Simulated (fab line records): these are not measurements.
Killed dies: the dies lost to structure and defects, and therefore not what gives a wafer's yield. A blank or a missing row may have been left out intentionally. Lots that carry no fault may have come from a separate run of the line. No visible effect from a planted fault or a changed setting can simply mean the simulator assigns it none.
fab line records | flow n5Finfet
record lots=10 | wafers=30 | lastDay=17
route steps=1938 shown BEOL_M5@1131 PASSIVATION@1936
lots that met no fault: from a run of the same line without faults
startH: hours from the record's first day to the start of the lot's first wafer shown | waitH: how many hours have passed since the lot's step before this one | " as in the row above | L1.1+2: a row that stands for several wafers | - either no value or no given start | * or withheld: withheld | < > ~ a bound
route shown NAME@n: names a module that has steps shown in the file, with the first one's number in the route | usual: average and standard deviation across the fault-free wafers | same: alike in all rows | chamber/n: place in a boat | sites: per-site readings | _std_site: standard deviation of those values | _edge_site: inner sites' mean taken away from outer sites' mean | radiusMm: how far each site lies from the wafer's centre | mask NAME#n: copy n | behind: the last tool/chamber to shape the wafer | hold: what put the lot on hold/how long, in hours/how the hold closed | device: whichever transistor did not switch (one of n, p or np) | end of line: tests of these same wafers at the route's end | where a step has no rows: the recipe by itself | killed: the dies lost at the first sort to structure and to defects; this is not the yield of the wafer | map: dies across one wafer; x = killed, . = not, _ = none there
set.NAME: the setting the step ran with; set.NAME@STEP: the setting that earlier step ran with | model.NAME: the simulator's own value behind a step, which no gauge read
the route's steps for a sample of lots (tables are steps, rows are wafers)
services: a tool's chamber out of use, with start hour (startH, from the record's first day; less than 0 if before it), hours out, and reason
## steps
# step N5_BEOL_M5_ETCH_61
# recipe chemistry=CF4 | target=SiARC | targetDepthA=156 | maskMaterial=CAR-EUV | timeS=26 | ionEnergyEv=80 | pressureMtorr=40 | sourceW=545 | biasW=36 | Ar_flow_sccm=100 | cf4FlowSccm=100 | ends=cleared
# usual drypumpMotorCurrentA=5.83/0.26 | etchRfOnTimeS=26.0/0.5 | oesProductAu=0.66/0.078 | rfVppV=184.1/1.1 | showerheadPlenumPTorr=2.15/0.062 | throttleValvePct=15.72/0.26
lot.wafer | tool       | chamber | startH | waitH | drypumpMotorCurrentA | etchRfOnTimeS | oesProductAu | rfHoursCounterH | rfVppV | showerheadPlenumPTorr | throttleValvePct
L318.3    | rieDiel-06 | 0       | 186.52 | 0.0   | 5.84                 | 26.1          | 0.58         | 234             | 186.1  | 2.20                  | 16.03
L318.4    | "          | 3       | "      | "     | 6.16                 | 26.4          | 0.69         | 84              | 182.5  | 2.08                  | 15.71
L318.5    | "          | 3       | "      | "     | 6.16                 | 26.5          | 0.68         | -               | 183.2  | 2.08                  | 15.71
L320.1    | rieDiel-06 | 2       | 195.09 | 0.0   | 5.75                 | 25.6          | 0.63         | 184             | 185.3  | 2.22                  | 15.80
L320.3    | "          | 1       | "      | "     | 5.96                 | 26.8          | 0.59         | 244             | 183.3  | 2.19                  | 15.73
L320.5    | "          | 3       | "      | "     | 6.15                 | 26.4          | 0.68         | -               | 183.7  | 2.08                  | 15.71
L323.2    | rieDiel-02 | 3       | 212.60 | 0.0   | 5.60                 | 26.7          | 0.57         | 248             | 183.9  | 2.19                  | 15.89
L323.3    | "          | 2       | "      | "     | 5.31                 | 25.9          | 0.66         | 152             | 181.9  | 2.06                  | 15.47
L323.5    | "          | 3       | "      | "     | 5.59                 | 26.7          | 0.57         | -               | 186.0  | 2.19                  | 15.89
L327.2    | rieDiel-06 | 2       | 242.47 | 0.0   | 5.76                 | 25.5          | 0.62         | 201             | 184.4  | 2.21                  | 15.83
L327.5    | "          | 3       | "      | "     | 6.13                 | 26.3          | 0.67         | -               | 183.1  | 2.08                  | 15.75
L327.6    | "          | 2       | "      | "     | 5.75                 | 25.6          | 0.62         | -               | 185.6  | 2.22                  | 15.83
L328.3    | rieDiel-04 | 1       | 242.91 | 0.0   | 6.25                 | 25.4          | 0.78         | 37              | 185.0  | 2.26                  | 15.63
L328.4    | "          | 0       | "      | "     | 5.87                 | 25.6          | 0.65         | 169             | 184.3  | 2.22                  | 16.00
L328.6    | "          | 0       | "      | "     | 5.85                 | 25.6          | 0.64         | -               | 185.1  | 2.22                  | 16.00
L331.4    | rieDiel-04 | 0       | 256.18 | 0.0   | 5.84                 | 25.8          | 0.64         | -               | 184.8  | 2.22                  | 16.01
L331.5    | "          | 2       | "      | "     | 5.82                 | 25.4          | 0.75         | -               | 183.6  | 2.09                  | 14.98
L331.6    | "          | 1       | "      | "     | 6.27                 | 25.4          | 0.76         | -               | 186.0  | 2.26                  | 15.65
L332.1    | rieDiel-06 | 1       | 258.95 | 0.0   | 5.95                 | 25.1          | 0.81         | 7               | 184.9  | 2.19                  | 15.24
L332.3    | "          | 0       | "      | "     | 5.86                 | 25.9          | 0.82         | 2               | 182.5  | 2.19                  | 15.58
L332.4    | "          | 3       | "      | "     | 6.14                 | 26.4          | 0.66         | 108             | 183.7  | 2.07                  | 15.76
L337.1    | rieDiel-06 | 2       | 295.99 | 0.0   | 5.77                 | 25.5          | 0.60         | 222             | 185.8  | 2.21                  | 15.86
L337.2    | "          | 1       | "      | "     | 5.94                 | 25.0          | 0.78         | 22              | 184.4  | 2.18                  | 15.27
L337.6    | "          | 2       | "      | "     | 5.78                 | 25.9          | 0.61         | -               | 184.0  | 2.21                  | 15.87
L339.2    | rieDiel-02 | 0       | 305.52 | 0.0   | 6.06                 | 26.5          | 0.61         | 205             | 184.8  | 2.13                  | 15.93
L339.5    | "          | 0       | "      | "     | 6.09                 | 26.7          | 0.62         | -               | 183.3  | 2.13                  | 15.92
L339.6    | "          | 3       | "      | "     | 5.61                 | 25.8          | 0.79         | -               | 185.1  | 2.19                  | 15.42
L340.4    | rieDiel-02 | 3       | 311.32 | 0.0   | 5.60                 | 26.2          | 0.79         | -               | 184.3  | 2.19                  | 15.44
L340.5    | "          | 0       | "      | "     | 6.08                 | 27.1          | 0.61         | -               | 184.3  | 2.13                  | 15.95
L340.6    | "          | 2       | "      | "     | 5.32                 | 26.4          | 0.63         | -               | 182.4  | 2.05                  | 15.54
# step N5_BEOL_M5_HM_OPEN_17
# recipe chemistry=Cl2/BCl3 | targetDepthA=200 | overetchA=60 | target=TiN | maskMaterial=SOC | ionEnergyEv=150 | pressureMtorr=10 | icpW=1000 | biasW=126 | Cl2_flow_sccm=53.25 | bcl3FlowSccm=21.75 | Ar_flow_sccm=25
# usual drypumpMotorCurrentA=5.8/0.41 | oesProductAu=0.66/0.061 | throttleValvePct=22.03/0.1
lot.wafer | tool        | chamber | startH | waitH | drypumpMotorCurrentA | oesProductAu | rfHoursCounterH | throttleValvePct
L318.3    | rieMetal-01 | 1       | 186.75 | 0.1   | 5.8                  | 0.63         | -               | 21.94
L318.4    | "           | 0       | "      | "     | 6.6                  | 0.70         | -               | 22.07
L318.5    | "           | 0       | "      | "     | 6.6                  | 0.70         | -               | 22.06
L320.1    | rieMetal-01 | 1       | 195.28 | 0.0   | 5.8                  | 0.64         | 62              | 21.91
L320.3    | "           | 0       | "      | "     | 6.6                  | 0.70         | -               | 22.07
L320.5    | "           | 1       | "      | "     | 5.8                  | 0.64         | -               | 21.93
L323.2    | rieMetal-03 | 1       | 212.80 | 0.0   | 5.7                  | 0.59         | 77              | 22.03
L323.3    | "           | 0       | "      | "     | 5.2                  | 0.73         | -               | 22.03
L323.5    | "           | 1       | "      | "     | 5.7                  | 0.59         | -               | 22.04
L327.2    | rieMetal-02 | 1       | 242.66 | 0.0   | 5.4                  | 0.61         | 70              | 22.14
L327.5    | "           | 1       | "      | "     | 5.5                  | 0.61         | -               | 22.17
L327.6    | "           | 0       | "      | "     | 5.9                  | 0.75         | -               | 21.85
L328.3    | rieMetal-01 | 1       | 243.13 | 0.1   | 5.8                  | 0.63         | -               | 21.94
L328.4    | "           | 0       | "      | "     | 6.6                  | 0.68         | -               | 22.06
L328.6    | "           | 0       | "      | "     | 6.6                  | 0.68         | -               | 22.08
L331.4    | rieMetal-02 | 0       | 256.39 | 0.1   | 5.9                  | 0.73         | -               | 21.89
L331.5    | "           | 0       | "      | "     | 5.9                  | 0.73         | -               | 21.90
L331.6    | "           | 1       | "      | "     | 5.5                  | 0.59         | -               | 22.17
L332.1    | rieMetal-02 | 0       | 259.15 | 0.0   | 5.9                  | 0.74         | 18              | 21.88
L332.3    | "           | 0       | "      | "     | 5.9                  | 0.74         | -               | 21.86
L332.4    | "           | 1       | "      | "     | 5.5                  | 0.59         | -               | 22.17
L337.1    | rieMetal-03 | 1       | 296.19 | 0.0   | 5.7                  | 0.58         | 84              | 22.06
L337.2    | "           | 0       | "      | "     | 5.2                  | 0.70         | 19              | 22.07
L337.6    | "           | 1       | "      | "     | 5.7                  | 0.57         | -               | 22.06
L339.2    | rieMetal-03 | 0       | 305.72 | 0.0   | 5.2                  | 0.70         | 20              | 22.05
L339.5    | "           | 0       | "      | "     | 5.2                  | 0.71         | -               | 22.06
L339.6    | "           | 1       | "      | "     | 5.7                  | 0.58         | -               | 22.04
L340.4    | rieMetal-03 | 0       | 311.53 | 0.1   | 5.2                  | 0.71         | -               | 22.04
L340.5    | "           | 1       | "      | "     | 5.7                  | 0.59         | -               | 22.06
L340.6    | "           | 0       | "      | "     | 5.2                  | 0.71         | -               | 22.04
# step N5_BEOL_M5_CD_MEAS_18
# recipe pitchNm=56 | targetCdNm=28
# usual cdNm=28.12/0.26
lot.wafer | tool     | chamber | startH | waitH | cdNm
L318.3    | cdSem-01 | -       | 186.91 | 0.1   | 28.27
L318.4    | "        | -       | "      | "     | 27.92
L318.5    | "        | -       | "      | "     | 28.18
L320.1    | cdSem-01 | -       | 195.59 | 0.0   | 27.90
L320.3    | "        | -       | "      | "     | 28.36
L320.5    | "        | -       | "      | "     | 27.91
L323.2    | cdSem-01 | -       | 212.98 | 0.1   | 27.92
L323.3    | "        | -       | "      | "     | 28.16
L323.5    | "        | -       | "      | "     | 28.19
L327.2    | cdSem-01 | -       | 242.91 | 0.1   | 27.50
L327.5    | "        | -       | "      | "     | 27.55
L327.6    | "        | -       | "      | "     | 27.98
L328.3    | cdSem-03 | -       | 243.52 | 0.1   | 28.04
L328.4    | "        | -       | "      | "     | 27.97
L328.6    | "        | -       | "      | "     | 28.13
L331.4    | cdSem-01 | -       | 256.69 | 0.1   | 28.04
L331.5    | "        | -       | "      | "     | 28.46
L331.6    | "        | -       | "      | "     | 28.01
L332.1    | cdSem-01 | -       | 259.33 | 0.0   | 28.48
L332.3    | "        | -       | "      | "     | 28.35
L332.4    | "        | -       | "      | "     | 27.98
L337.1    | cdSem-03 | -       | 296.41 | 0.0   | 28.21
L337.2    | "        | -       | "      | "     | 28.21
L337.6    | "        | -       | "      | "     | 27.81
L339.2    | cdSem-02 | -       | 305.90 | 0.1   | 28.07
L339.5    | "        | -       | "      | "     | 27.78
L339.6    | "        | -       | "      | "     | 28.19
L340.4    | cdSem-02 | -       | 311.69 | 0.0   | 27.99
L340.5    | "        | -       | "      | "     | 28.39
L340.6    | "        | -       | "      | "     | 28.02
# step N5_BEOL_M5_INSPECT_30
# recipe mode=adi | inspectInstrument=brightfield
# usual rawDefectCount=485/110
lot.wafer | tool             | chamber | startH | waitH | rawDefectCount
L318.3    | defectInspect-01 | -       | 187.61 | 0.0   | 545
L318.4    | "                | -       | "      | "     | 604
L318.5    | "                | -       | "      | "     | 620
L320.1    | defectInspect-01 | -       | 196.20 | 0.1   | 646
L320.3    | "                | -       | "      | "     | 534
L320.5    | "                | -       | "      | "     | 520
L323.2    | defectInspect-02 | -       | 213.38 | 0.0   | 414
L323.3    | "                | -       | "      | "     | 346
L323.5    | "                | -       | "      | "     | 439
L327.2    | defectInspect-02 | -       | 243.48 | 0.0   | 446
L327.5    | "                | -       | "      | "     | 538
L327.6    | "                | -       | "      | "     | 511
L328.3    | defectInspect-01 | -       | 243.97 | 0.0   | 399
L328.4    | "                | -       | "      | "     | 517
L328.6    | "                | -       | "      | "     | 639
L331.4    | defectInspect-02 | -       | 258.50 | 0.0   | 805
L331.5    | "                | -       | "      | "     | 488
L331.6    | "                | -       | "      | "     | 857
L332.1    | defectInspect-02 | -       | 261.30 | 0.1   | 381
L332.3    | "                | -       | "      | "     | 327
L332.4    | "                | -       | "      | "     | 372
L337.1    | defectInspect-02 | -       | 297.66 | 0.1   | 893
L337.2    | "                | -       | "      | "     | 912
L337.6    | "                | -       | "      | "     | 923
L339.2    | defectInspect-02 | -       | 306.34 | 0.0   | 619
L339.5    | "                | -       | "      | "     | 576
L339.6    | "                | -       | "      | "     | 654
L340.4    | defectInspect-01 | -       | 312.21 | 0.0   | 555
L340.5    | "                | -       | "      | "     | 442
L340.6    | "                | -       | "      | "     | 618
# step N5_BEOL_M5_STRIP_36
# recipe chemistry=N2/H2 | powerW=450 | tempC=40 | pressureMtorr=20 | rfFrequencyHz=6e+07 | overashFraction=0.3 | biasPowerW=7 | h2Frac=0.5 | n2FlowSccm=200 | h2FlowSccm=200
# usual biasPowerW=7.001/0.021 | drypumpMotorCurrentA=5.87/0.26 | oesProductAu=0.78/0.091 | rfVppV=59.2/1.6 | showerheadPlenumPTorr=2.56/0.084 | throttleValvePct=23.7/0.34
lot.wafer | tool       | chamber | startH | waitH | biasPowerW | drypumpMotorCurrentA | oesProductAu | rfHoursCounterH | rfVppV | showerheadPlenumPTorr | throttleValvePct
L318.3    | rieDiel-02 | 0       | 187.86 | 0.0   | 6.991      | 6.08                 | 0.77         | 161             | 57.5   | 2.53                  | 23.9
L318.4    | "          | 3       | "      | "     | 7.007      | 5.63                 | 0.68         | 241             | 60.1   | 2.60                  | 23.8
L318.5    | "          | 0       | "      | "     | 7.019      | 6.09                 | 0.75         | -               | 59.2   | 2.53                  | 23.9
L320.1    | rieDiel-04 | 2       | 196.46 | 0.0   | 7.019      | 5.82                 | 0.90         | 33              | 57.9   | 2.49                  | 22.9
L320.3    | "          | 0       | "      | "     | 6.992      | 5.89                 | 0.77         | 155             | 59.4   | 2.65                  | 24.0
L320.5    | "          | 2       | "      | "     | 7.013      | 5.85                 | 0.90         | -               | 59.7   | 2.49                  | 22.9
L323.2    | rieDiel-04 | 2       | 213.70 | 0.0   | 6.998      | 5.79                 | 0.89         | 38              | 56.9   | 2.48                  | 22.9
L323.3    | "          | 0       | "      | "     | 6.995      | 5.85                 | 0.75         | 160             | 61.8   | 2.65                  | 24.0
L323.5    | "          | 0       | "      | "     | 6.989      | 5.84                 | 0.75         | -               | 60.8   | 2.65                  | 24.0
L327.2    | rieDiel-02 | 2       | 243.74 | 0.0   | 7.003      | 5.31                 | 0.76         | 163             | 60.1   | 2.44                  | 23.6
L327.5    | "          | 0       | "      | "     | 6.986      | 6.09                 | 0.73         | -               | 59.2   | 2.53                  | 24.0
L327.6    | "          | 1       | "      | "     | 6.971      | 5.92                 | 0.69         | -               | 57.9   | 2.50                  | 23.9
L328.3    | rieDiel-06 | 2       | 244.22 | 0.0   | 7.015      | 5.77                 | 0.71         | 202             | 61.0   | 2.63                  | 23.8
L328.4    | "          | 1       | "      | "     | 7.025      | 5.97                 | 0.99         | -               | 58.3   | 2.60                  | 23.1
L328.6    | "          | 3       | "      | "     | 7.010      | 6.14                 | 0.78         | -               | 60.8   | 2.45                  | 23.8
L331.4    | rieDiel-04 | 0       | 258.78 | 0.0   | 7.039      | 5.83                 | 0.75         | -               | 60.9   | 2.64                  | 24.1
L331.5    | "          | 2       | "      | "     | 7.008      | 5.77                 | 0.88         | -               | 58.3   | 2.48                  | 22.9
L331.6    | "          | 1       | "      | "     | 7.008      | 6.27                 | 0.91         | -               | 58.1   | 2.69                  | 23.8
L332.1    | rieDiel-06 | 1       | 261.56 | 0.0   | 7.005      | 5.95                 | 0.96         | 7               | 62.1   | 2.60                  | 23.1
L332.3    | "          | 3       | "      | "     | 7.045      | 6.15                 | 0.80         | 109             | 59.3   | 2.44                  | 23.8
L332.4    | "          | 2       | "      | "     | 7.000      | 5.77                 | 0.72         | 207             | 58.6   | 2.63                  | 23.8
L337.1    | rieDiel-02 | 1       | 297.92 | 0.0   | 6.968      | 5.93                 | 0.68         | 252             | 59.3   | 2.49                  | 23.9
L337.2    | "          | 2       | "      | "     | 6.946      | 5.32                 | 0.74         | 185             | 58.0   | 2.43                  | 23.6
L337.6    | "          | 2       | "      | "     | 6.964      | 5.32                 | 0.74         | -               | 56.9   | 2.43                  | 23.6
L339.2    | rieDiel-04 | 1       | 306.68 | 0.0   | 6.997      | 6.24                 | 0.89         | 49              | 58.9   | 2.69                  | 23.8
L339.5    | "          | 1       | "      | "     | 7.003      | 6.25                 | 0.88         | -               | 59.4   | 2.69                  | 23.8
L339.6    | "          | 3       | "      | "     | 6.979      | 5.48                 | 0.71         | -               | 58.2   | 2.50                  | 24.2
L340.4    | rieDiel-06 | 3       | 312.47 | 0.0   | 7.018      | 6.15                 | 0.75         | 128             | 60.4   | 2.44                  | 23.8
L340.5    | "          | 3       | "      | "     | 6.985      | 6.16                 | 0.76         | -               | 58.0   | 2.44                  | 23.8
L340.6    | "          | 2       | "      | "     | 6.972      | 5.77                 | 0.70         | -               | 57.1   | 2.62                  | 23.8
# step N5_PASSIVATION_PROBE_49
# usual defectLimitedYield=91.0/1.5 | killed_at_M0_to_M3=36/12 | killed_at_M4_up=14/5.5 | killedAtContacts=11/4.8 | killedAtFrontEnd=42/12 | killedAtOther=3.7/2.7 | killedDies=106/18 | killedOpen=70/13 | killedShort=35/8.2 | sort_bin_5_function=5.3/1 | sort_bin_6_memory=3.3/0.69 | sortNPass=1074/18 | sortYieldPct=91.0/1.5
# same grossDies=1180 | killedAtBackSide=0 | sort_bin_4_leakage[%]=0 | sort_bin_8_speed[%]=0
lot.wafer | tool      | chamber | startH | waitH | defectLimitedYield[%] | killed_at_M0_to_M3 | killed_at_M4_up | killedAtContacts | killedAtFrontEnd | killedAtOther | killedDies | killedOpen | killedShort | sort_bin_5_function[%] | sort_bin_6_memory[%] | sortNPass | sortYieldPct[%]
L318.3    | prober-01 | -       | 297.13 | 0.1   | 88.9                  | 32                 | 15              | 23               | 55               | 6             | 131        | 81         | 47          | 7.0                    | 3.4                  | 1049      | 88.9
L318.4    | prober-01 | -       | 297.18 | 0.2   | 87.5                  | 23                 | 22              | 22               | 75               | 6             | 148        | 93         | 53          | 7.5                    | 4.4                  | 1032      | 87.5
L318.5    | prober-01 | -       | 297.23 | 0.2   | 90.8                  | 41                 | 9               | 15               | 42               | 2             | 109        | 76         | 31          | 5.3                    | 3.7                  | 1071      | 90.8
L323.2    | prober-01 | -       | 315.88 | 0.1   | 90.5                  | 45                 | 14              | 5                | 44               | 4             | 112        | 72         | 37          | 5.4                    | 3.7                  | 1068      | 90.5
L323.3    | prober-01 | -       | 315.93 | 0.1   | 91.6                  | 29                 | 12              | 6                | 39               | 13            | 99         | 59         | 38          | 4.4                    | 3.8                  | 1081      | 91.6
L323.5    | prober-01 | -       | 316.03 | 0.2   | 88.6                  | 40                 | 29              | 13               | 45               | 7             | 134        | 85         | 45          | 6.6                    | 4.4                  | 1046      | 88.6
L337.1    | prober-01 | -       | 401.25 | 0.0   | 82.6                  | 45                 | 128             | 3                | 26               | 3             | 205        | 56         | 33          | 12.5                   | 3.3                  | 975       | 82.6
L337.2    | prober-01 | -       | 401.30 | 0.1   | 85.8                  | 30                 | 69              | 7                | 60               | 1             | 167        | 61         | 42          | 7.7                    | 4.4                  | 1013      | 85.8
L337.6    | prober-01 | -       | 401.50 | 0.3   | 78.1                  | 54                 | 135             | 6                | 60               | 3             | 258        | 98         | 41          | 13.6                   | 5.4                  | 922       | 78.1
# killed by level:class
L318.3 MOL_CONTACT_COAG:geometricParticle:open=14 FIN_SAQP:geometricParticle:open=11 MOL_CONTACT_COAG:geometricParticle:short=9 FIN_SAQP:geometricParticle:short=8 DUMMY_GATE:geometricParticle:open=7 BEOL_M3:geometricParticle:open=7 BEOL_M4:geometricParticle:open=6 BEOL_M2:geometricParticle:open=6
L318.4 FIN_SAQP:geometricParticle:open=24 FIN_SAQP:geometricParticle:short=22 MOL_CONTACT_COAG:geometricParticle:open=16 BEOL_M4:geometricParticle:open=12 BEOL_M3:geometricParticle:open=10 MOL_CONTACT_COAG:geometricParticle:short=6 STI_FIN_REVEAL:geometricParticle:open=5 GATE_CUT:geometricParticle:short=4
L318.5 BEOL_M2:geometricParticle:open=16 FIN_SAQP:geometricParticle:open=12 MOL_CONTACT_COAG:geometricParticle:open=12 FIN_SAQP:geometricParticle:short=9 BEOL_M0_SAQP:geometricParticle:open=7 STI_FIN_REVEAL:geometricParticle:open=5 BEOL_M3:geometricParticle:open=5 DUMMY_GATE:geometricParticle:open=4
L323.2 BEOL_M2:geometricParticle:open=14 BEOL_M0_SAQP:geometricParticle:open=11 FIN_SAQP:geometricParticle:short=10 FIN_SAQP:geometricParticle:open=9 BEOL_M0_SAQP:geometricParticle:short=9 DUMMY_GATE:geometricParticle:open=7 BEOL_M3:geometricParticle:open=6 BEOL_M4:geometricParticle:open=6
L323.3 FIN_SAQP:geometricParticle:short=12 BEOL_M0_SAQP:geometricParticle:short=8 FIN_SAQP:geometricParticle:open=7 MIM_TOP_ETCH:geometricParticle:open=6 MOL_CONTACT_COAG:geometricParticle:open=6 BEOL_M2:geometricParticle:open=6 GATE_CUT:geometricParticle:short=5 STI_FIN_REVEAL:geometricParticle:open=4
L323.5 BEOL_M4:geometricParticle:open=17 BEOL_M0_SAQP:geometricParticle:short=11 FIN_SAQP:geometricParticle:open=10 MOL_CONTACT_COAG:geometricParticle:open=10 FIN_SAQP:geometricParticle:short=8 GATE_CUT:geometricParticle:short=8 BEOL_M2:geometricParticle:open=8 GATE_CUT:geometricParticle:open=5
L337.1 BEOL_M5:unspecified=116 BEOL_M0_SAQP:geometricParticle:short=13 STI_FIN_REVEAL:geometricParticle:open=7 FIN_SAQP:geometricParticle:open=6 BEOL_M4:geometricParticle:open=6 BEOL_M1:geometricParticle:open=6 BEOL_M3:geometricParticle:open=6 FIN_SAQP:geometricParticle:short=5
L337.2 BEOL_M5:unspecified=62 FIN_SAQP:geometricParticle:open=16 FIN_SAQP:geometricParticle:short=14 STI_FIN_REVEAL:geometricParticle:open=10 BEOL_M0_SAQP:geometricParticle:short=9 BEOL_M0_SAQP:geometricParticle:open=5 BEOL_M0:geometricParticle:open=4 MOL_CONTACT_COAG:geometricParticle:open=4
L337.6 BEOL_M5:unspecified=118 FIN_SAQP:geometricParticle:open=17 STI_FIN_REVEAL:geometricParticle:open=14 BEOL_M2:geometricParticle:open=13 BEOL_M0_SAQP:geometricParticle:open=10 BEOL_M4:geometricParticle:open=10 FIN_SAQP:geometricParticle:short=7 BEOL_M0_SAQP:geometricParticle:short=7
## services
tool        | chamber | startH | hours | kind
rieDiel-04  | -       | 173.81 | 2.7   | repair
rieMetal-01 | -       | 178.94 | 1.6   | repair
rieMetal-03 | -       | 205.01 | 2.8   | pm
rieDiel-02  | 3       | 220.00 | -     | clean
rieDiel-02  | 3       | 220.00 | -     | consumableReplace:focusRing
rieDiel-02  | 3       | 220.00 | 18.5  | scheduledDown
rieDiel-02  | 3       | 220.00 | 18.5  | ventCycle
rieDiel-06  | 1       | 227.30 | -     | clean
rieDiel-06  | 1       | 227.30 | -     | consumableReplace:focusRing
rieDiel-06  | 1       | 227.30 | 12.9  | scheduledDown
rieDiel-06  | 1       | 227.30 | 12.9  | ventCycle
rieDiel-02  | 3       | 240.04 | 7.0   | repair
rieDiel-06  | 0       | 240.32 | -     | clean
rieDiel-06  | 0       | 240.32 | -     | consumableReplace:focusRing
rieDiel-06  | 0       | 240.32 | 11.9  | scheduledDown
rieDiel-06  | 0       | 240.32 | 11.9  | ventCycle
rieMetal-01 | -       | 241.19 | 1.0   | repair
rieDiel-04  | 3       | 256.08 | 4.6   | repair
rieMetal-03 | -       | 259.33 | 0.2   | repair
rieDiel-04  | -       | 270.47 | 28.1  | pm
rieDiel-02  | 3       | 286.50 | 12.4  | repair
rieDiel-02  | 1       | 298.96 | -     | clean
rieDiel-02  | 1       | 298.96 | -     | consumableReplace:focusRing
rieDiel-04  | 2       | 300.05 | 8.2   | repair
## key
firstSign step=N5_BEOL_M5_INSPECT_30 | reading=rawDefectCount | direction=up | sigmas=4 | usual=485 | struck=909
effect step=N5_PASSIVATION_PROBE_49 | reading=killed_at_M4_up | direction=up | sigmas=18 | usual=14 | struck=111
moreKillsBornAt N5_BEOL_M5_ETCH_61@rieDiel-06=296
metAt N5_BEOL_M5_ETCH_61
struckLots L337
notActingAt N5_BEOL_M5_HM_OPEN_17,N5_BEOL_M5_CD_MEAS_18,N5_BEOL_M5_STRIP_36
onsetBetween 258.95 295.99
fault kind=chamberParticleSource | tool=rieDiel-06 | chamber=- | onsetH=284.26 | steps=N5_BEOL_M5_ETCH_61 | ratePerVisitCm2=0.74348
